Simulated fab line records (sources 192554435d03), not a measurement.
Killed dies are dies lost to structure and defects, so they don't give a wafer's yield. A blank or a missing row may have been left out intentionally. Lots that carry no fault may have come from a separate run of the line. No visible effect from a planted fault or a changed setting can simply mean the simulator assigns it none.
Chamber matching -- flow n5 finfet -- rie diel-01 running N5_BEOL_M7_STRIP_36: 4 sister chambers
The step strips in N2/H2. 16 wafers are shown with their chamber, then 8 later ones without.

== WAFERS PAIRED WITH THEIR CHAMBERS ==
wafer,chamber,drypump motor current A (A),showerhead plenum p Torr (Torr),throttle valve pct (%)
L078.1,2,4.9,2.46,23.17
L078.4,1,5.7,2.55,23.59
L078.5,3,5.5,2.58,23.49
L082.1,1,5.7,2.54,23.60
L082.4,0,5.8,2.68,23.63
L082.6,2,4.8,2.45,23.14
L085.3,1,5.7,2.54,23.60
L085.5,2,4.8,2.45,23.16
L085.6,1,5.7,2.54,23.59
L087.1,1,5.7,2.54,23.62
L087.2,0,5.8,2.67,23.67
L087.3,3,5.5,2.57,23.52
L089.1,2,4.9,2.45,23.19
L089.4,3,5.5,2.57,23.54
L089.6,3,5.5,2.57,23.52
L092.2,3,5.5,2.57,23.54

SIGNATURES, as means of the wafers listed above
reading,chamber 0,chamber 1,chamber 2,chamber 3,scatter within a chamber
drypump motor current A,5.800,5.700,4.850,5.500,0.0289
showerhead plenum p Torr,2.6750,2.5420,2.4525,2.5720,0.00487
throttle valve pct,23.6500,23.6000,23.1650,23.5220,0.0191
Rule: for each reading, subtract the chamber's mean from the wafer's reading, divide by that reading's scatter and square the result; add these up over the readings and take the root, which gives the wafer's distance from the chamber. If the next closest chamber is less than 2 further off than the closest, the wafer can't be placed; otherwise it belongs to the closest. The scatter is the square root of a quotient: the sum, over the shown wafers, of each reading's squared deviation from its chamber's mean, divided by wafers minus chambers.

== WAFERS WHOSE CHAMBER IS MISSING ==
wafer,drypump motor current A (A),showerhead plenum p Torr (Torr),throttle valve pct (%)
L092.4,5.5,2.57,23.51
L092.5,5.5,2.57,23.54
L095.2,5.5,2.56,23.54
L095.4,5.8,2.67,23.68
L095.5,5.7,2.53,23.66
L096.1,5.5,2.56,23.50
L096.3,5.8,2.66,23.68
L096.6,4.9,2.44,23.19

== CHAMBER TAKEN BY EACH ==
wafer,from the rows above,in truth
L092.4,3,3
L092.5,3,3
L095.2,3,3
L095.4,0,0
L095.5,1,1
L096.1,3,3
L096.3,0,0
L096.6,2,2
Correct placement for 8 of the 8. From these rows, 0 cannot be placed. Wrongly placed: 0.
